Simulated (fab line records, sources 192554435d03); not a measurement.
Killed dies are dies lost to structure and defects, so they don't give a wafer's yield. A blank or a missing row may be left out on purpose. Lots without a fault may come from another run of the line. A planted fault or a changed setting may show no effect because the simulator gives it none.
Chamber matching | flow n5_finfet | N5_BEOL_M3_ETCH_63 on rie_diel-03: 4 sister chambers
The step etches SiARC in CF4, target depth 15.6 nm, time 26 s. 8 wafers are shown with their chamber, then 8 later ones without.

WAFERS WITH THEIR CHAMBER
wafer  | chamber | showerhead_plenum_p_Torr (Torr) | etch_rf_on_time_s (s)
L075.6 | 0       | 2.20                            | 27.9
L076.2 | 2       | 2.01                            | 25.1
L076.6 | 2       | 2.01                            | 25.1
L081.6 | 0       | 2.20                            | 27.5
L083.1 | 1       | 2.23                            | 26.2
L083.2 | 3       | 2.04                            | 24.8
L083.5 | 1       | 2.23                            | 26.3
L093.1 | 3       | 2.03                            | 24.8

WAFERS WITHOUT THEIR CHAMBER
wafer  | showerhead_plenum_p_Torr (Torr) | etch_rf_on_time_s (s)
L093.2 | 2.19                            | 27.8
L093.3 | 2.25                            | 24.7
L095.1 | 2.19                            | 28.0
L095.3 | 2.22                            | 26.0
L095.6 | 2.19                            | 27.8
L097.1 | 2.25                            | 25.1
L097.3 | 2.22                            | 26.4
L097.6 | 2.03                            | 25.0

WHICH CHAMBER EACH WENT THROUGH
wafer  | from the rows above | in truth
L093.2 | 0                   | 0
L093.3 | 1                   | 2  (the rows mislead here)
L095.1 | 0                   | 0
L095.3 | 1                   | 1
L095.6 | 0                   | 0
L097.1 | 1                   | 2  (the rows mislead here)
L097.3 | 1                   | 1
L097.6 | 3                   | 3
Placed correctly: 6 of 8. Can't be placed from these rows: 0. Placed wrongly: 2.
How it was worked out, from the rows above alone: a wafer's distance from a chamber is the root of the sum, over the readings, of the square of ((its reading less the chamber's mean) divided by the reading's scatter). The wafer belongs to the nearest chamber; if the next one is less than 2 further off, it can't be placed. A chamber's mean is the mean of its shown wafers. The scatter: the root of (the sum of the squares of (reading less its chamber's mean) over the shown wafers, divided by (wafers less chambers)).
